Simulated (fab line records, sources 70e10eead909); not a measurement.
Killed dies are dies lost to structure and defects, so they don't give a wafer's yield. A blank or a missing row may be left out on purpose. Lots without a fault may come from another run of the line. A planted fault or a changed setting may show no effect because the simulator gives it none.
Chamber matching | flow nand_harc | NHARC_P_M2_DEP_00 on pecvd-03: 3 sister chambers
The step deposits SiOC, target thk 182.5 nm. 14 wafers are shown with their chamber, then 7 later ones without.

WAFERS WITH THEIR CHAMBER
wafer  | chamber | chamber_pressure_Torr (Torr)
L343.2 | 2       | 4.990
L343.3 | 0       | 5.000
L343.6 | 0       | 5.002
L345.1 | 2       | 5.010
L345.3 | 1       | 5.006
L345.4 | 2       | 4.991
L346.3 | 1       | 4.995
L346.4 | 2       | 4.987
L346.6 | 1       | 5.007
L348.1 | 1       | 4.983
L348.2 | 0       | 5.018
L348.4 | 1       | 4.978
L362.3 | 0       | 5.000
L362.5 | 2       | 4.991

SIGNATURES (means of the wafers above)
reading               | chamber 0 | chamber 1 | chamber 2 | scatter within a chamber
chamber_pressure_Torr | 5.00500   | 4.99380   | 4.99380   | 0.0107
Rule: a wafer's distance from a chamber is the root of the sum, over the readings, of the square of ((its reading less the chamber's mean) divided by the reading's scatter). The wafer belongs to the nearest chamber; if the next one is less than 2 further off, it can't be placed. The scatter: the root of (the sum of the squares of (reading less its chamber's mean) over the shown wafers, divided by (wafers less chambers)).

WAFERS WITHOUT THEIR CHAMBER
wafer  | chamber_pressure_Torr (Torr)
L362.6 | 5.003
L364.1 | 4.992
L364.2 | 4.990
L364.5 | 4.987
L365.1 | 5.010
L365.2 | 4.988
L365.3 | 5.006

WHICH CHAMBER EACH WENT THROUGH
wafer  | from the rows above          | in truth
L362.6 | can't be placed: 0 or 1 or 2 | 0
L364.1 | can't be placed: 1 or 2 or 0 | 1
L364.2 | can't be placed: 1 or 2 or 0 | 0
L364.5 | can't be placed: 1 or 2 or 0 | 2
L365.1 | can't be placed: 0 or 1 or 2 | 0
L365.2 | can't be placed: 1 or 2 or 0 | 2
L365.3 | can't be placed: 0 or 1 or 2 | 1
Placed correctly: 0 of 7. Can't be placed from these rows: 7 (the true chamber is among the candidates in 7). Placed wrongly: 0.
